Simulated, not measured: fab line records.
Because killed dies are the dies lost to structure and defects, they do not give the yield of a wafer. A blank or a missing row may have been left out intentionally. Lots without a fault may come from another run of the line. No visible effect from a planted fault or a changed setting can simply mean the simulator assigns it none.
Matching of chambers	flow n5_finfet	3 sister chambers for N5_BEOL_M9_ILD_DEP_00 on pecvd-03
The step deposits SiCOH lowk from DEMS/porogen, target thk 308.51 nm, time 58 s. 14 wafers are shown with their chamber, then 7 later ones without.

## WAFERS WITH THEIR CHAMBER
wafer	chamber	throttle_valve_pct (%)	heater_power_w (W)	showerhead_plenum_p_Torr (Torr)
L074.2	2	13.3	292	5.727
L074.3	0	14.6	348	5.732
L074.4	1	14.4	355	5.730
L077.2	2	13.4	300	5.723
L077.5	0	14.4	395	5.719
L077.6	2	13.1	293	5.724
L078.1	2	13.4	253	5.728
L078.3	0	14.5	334	5.729
L078.6	2	13.7	267	5.728
L079.3	1	14.4	340	5.729
L079.5	1	14.5	341	5.722
L079.6	0	14.4	405	5.723
L088.1	2	13.3	255	5.728
L088.2	1	14.2	354	5.728

SIGNATURES (averages over the wafers above)
reading	chamber 0	chamber 1	chamber 2	scatter within a chamber
throttle_valve_pct	14.475	14.375	13.367	0.156
heater_power_w	370.50	347.50	276.67	23.3
showerhead_plenum_p_Torr	5.72575	5.72725	5.72633	0.00389
Rule: distance of a wafer from a chamber = root of the sum over the readings of ((wafer's reading minus chamber's mean) / reading's scatter) squared. If the next closest chamber is less than 2 further off than the closest, the wafer can't be placed; otherwise it belongs to the closest. The scatter: take each reading less its chamber's mean, square it, sum over the shown wafers, divide by the number of wafers less the number of chambers, and take the root.

## WAFERS MISSING THEIR CHAMBER
wafer	throttle_valve_pct (%)	heater_power_w (W)	showerhead_plenum_p_Torr (Torr)
L088.4	14.4	360	5.732
L091.1	13.6	300	5.723
L091.3	14.3	322	5.744
L091.4	14.5	346	5.722
L092.2	14.3	345	5.725
L092.4	13.5	319	5.712
L092.6	14.4	374	5.729

## THE CHAMBER EACH PASSED THROUGH
wafer	from the rows above	in truth
L088.4	can't be placed: 1 or 0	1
L091.1	2	2
L091.3	can't be placed: 1 or 0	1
L091.4	can't be placed: 0 or 1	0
L092.2	can't be placed: 1 or 0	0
L092.4	2	2
L092.6	can't be placed: 0 or 1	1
Correctly placed: 2 of 7. These rows do not allow placing 5 (true chamber among the candidates in 5). Placed wrongly: 0.
